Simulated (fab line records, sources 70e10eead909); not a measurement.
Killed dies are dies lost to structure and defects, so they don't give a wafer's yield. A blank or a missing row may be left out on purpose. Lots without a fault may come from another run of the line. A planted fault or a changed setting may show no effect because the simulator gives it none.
Chamber matching | flow nand_harc | NHARC_A_CONTACT_DESCUM_74 on rie_diel-02: 4 sister chambers
The step chemistry O2, time 3 s. 8 wafers are shown with their chamber, then 12 later ones without.

WAFERS WITH THEIR CHAMBER
wafer  | chamber | drypump_motor_current_A (A) | oes_product_au (a.u.)
L088.3 | 2       | 5.2                         | 1.001
L087.6 | 0       | 4.9                         | 1.027
L090.1 | 1       | 5.8                         | 1.009
L090.2 | 0       | 4.8                         | 1.002
L090.5 | 3       | 6.5                         | 1.011
L089.1 | 3       | 6.4                         | 1.020
L089.4 | 2       | 5.2                         | 1.000
L089.6 | 1       | 5.7                         | 1.001

WAFERS WITHOUT THEIR CHAMBER
wafer  | drypump_motor_current_A (A) | oes_product_au (a.u.)
L091.2 | 5.2                         | 0.999
L091.5 | 4.9                         | 1.002
L091.6 | 5.8                         | 1.000
L093.3 | 6.5                         | 1.009
L093.4 | 5.2                         | 0.996
L093.5 | 5.2                         | 1.012
L094.1 | 5.7                         | 1.009
L094.5 | 5.7                         | 1.009
L094.6 | 4.9                         | 1.018
L097.1 | 4.9                         | 1.013
L097.4 | 6.5                         | 1.015
L097.5 | 6.4                         | 1.015

WHICH CHAMBER EACH WENT THROUGH
wafer  | from the rows above | in truth
L091.2 | 2                   | 2
L091.5 | 0                   | 0
L091.6 | 1                   | 1
L093.3 | 3                   | 3
L093.4 | 2                   | 2
L093.5 | 2                   | 2
L094.1 | 1                   | 1
L094.5 | 1                   | 1
L094.6 | 0                   | 0
L097.1 | 0                   | 0
L097.4 | 3                   | 3
L097.5 | 3                   | 3
Placed correctly: 12 of 12. Can't be placed from these rows: 0. Placed wrongly: 0.
How it was worked out, from the rows above alone: a wafer's distance from a chamber is the root of the sum, over the readings, of the square of ((its reading less the chamber's mean) divided by the reading's scatter). The wafer belongs to the nearest chamber; if the next one is less than 2 further off, it can't be placed. A chamber's mean is the mean of its shown wafers. The scatter: the root of (the sum of the squares of (reading less its chamber's mean) over the shown wafers, divided by (wafers less chambers)).
